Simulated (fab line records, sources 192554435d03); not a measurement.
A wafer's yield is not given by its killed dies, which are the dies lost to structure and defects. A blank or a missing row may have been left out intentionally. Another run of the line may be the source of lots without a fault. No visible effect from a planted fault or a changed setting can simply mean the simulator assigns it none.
One fault through the eyes of 2 desks ; flow n5_finfet ; each desk has only its own numbers; what lay behind them comes last

== METROLOGY DESK ==
What the gauges read, lot by lot, whatever tool the lot ran on: means of the sampled wafers that have a number. The brackets show how far a lot's mean lies from the usual mean; more than 4 standard deviations puts the lot out of limits, marked OUT. Only the readings that lie furthest out on some lot appear, 7 of the 11 it has.
Columns: A = DIBL_N at N5_BEOL_M4_RC_MEAS_101, usual 37.2 mV/V; B = DIBL_P at N5_BEOL_M4_RC_MEAS_101, usual 38 mV/V; C = IOFF_N at N5_BEOL_M4_RC_MEAS_101, usual 0.17 nA/um; D = ION_N at N5_BEOL_M4_RC_MEAS_101, usual 667 uA/um; E = ION_P at N5_BEOL_M4_RC_MEAS_101, usual 461 uA/um; F = SS_N at N5_BEOL_M4_RC_MEAS_101, usual 71.8 mV/dec; G = VT_N at N5_BEOL_M4_RC_MEAS_101, usual 250 mV
lot;first seen here;A;B;C;D;E;F;G
L638;day 7 12:37;37.7;40;0.19;674;463;72.0;246
L639;day 8 04:58;38.7;39;0.19;668;459;72.5;250
L642;day 8 06:14;32.8;33;0.11;643;447;70.3;258
L644;day 8 11:33;38.0;37;0.17;674;470;71.2;248
L653;day 11 00:28;37.2;36;0.16;658;453;72.2;252
L652;day 11 01:06;37.0;38;0.17;667;464;71.3;248
L655;day 11 10:31;35.6;37;0.15;669;460;71.2;252
L656;day 11 19:47;37.2;37;0.15;661;460;71.6;251
L658;day 12 13:08;38.4;36;0.15;659;457;71.9;254
Result from this desk: across the 9 lots, nothing is out of limits.

== FOR THE TOOL OWNER'S DESK: rie_diel-06 ==
The tool's own readings at N5_BEOL_M2_ETCH_69 (etches SiARC in CF4, target depth 15.6 nm, time 26 s): means of the sampled wafers that have a number, for each lot that ran on this tool. The brackets show how far a lot's mean lies from the usual mean; more than 4 standard deviations puts the lot out of limits, marked OUT.
Columns: A = drypump_motor_current_A at N5_BEOL_M2_ETCH_69, usual 5.9 A; B = etch_rf_on_time_s at N5_BEOL_M2_ETCH_69, usual 26.4 s; C = oes_product_au at N5_BEOL_M2_ETCH_69, usual 0.67 a.u.; D = rf_fwd_power_W at N5_BEOL_M2_ETCH_69, usual 532.7 W; E = rf_vpp_V at N5_BEOL_M2_ETCH_69, usual 184.1 V; F = showerhead_plenum_p_Torr at N5_BEOL_M2_ETCH_69, usual 2.14 Torr; G = throttle_valve_pct at N5_BEOL_M2_ETCH_69, usual 15.53 %
lot;first seen here;A;B;C;D;E;F;G
L638;day 7 13:06;5.7;26.7;0.66;529.2;183.1;2.12;15.49
L639;day 8 05:49;5.7;24.3;0.69;531.0;183.8;2.12;15.51
L642;day 8 07:40;6.1;23.2 (-4.3) OUT;0.73;530.8;184.5;2.12;15.45
L644;day 8 12:02;5.7;22.8 (-4.9) OUT;0.69;529.8;184.3;2.14;15.55
L652;day 11 01:35;5.9;27.1;0.64;532.3;182.8;2.10;15.49
L656;day 11 20:30;5.7;26.7;0.62;531.2;183.9;2.11;15.57
L658;day 12 13:40;6.2;26.5;0.64;533.6;183.8;2.15;15.57
Finding of this desk: L642, L644 out of limits; the first was L642 at day 8 07:40, on etch_rf_on_time_s at N5_BEOL_M2_ETCH_69. L638, L639, L652, L656, L658: within limits.

== PUT TOGETHER ==
On L642, L644, at day 8 07:40, an alarm was possible from the tool owner's desk.
Nothing out of limits was seen by the metrology desk.
The metrology desk has L642, L644 on record, within its limits.
All the named lots went through N5_BEOL_M2_ETCH_69 on rie_diel-06.

== WHAT HAD BEEN PUT IN BY THE SIMULATOR ==
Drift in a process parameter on rie_diel-06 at N5_BEOL_M2_ETCH_69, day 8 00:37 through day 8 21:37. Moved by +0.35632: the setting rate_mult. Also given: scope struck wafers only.
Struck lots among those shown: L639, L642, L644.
Time in hours from fault onset to the first out-of-limits reading at each desk: the tool owner's desk, 7.
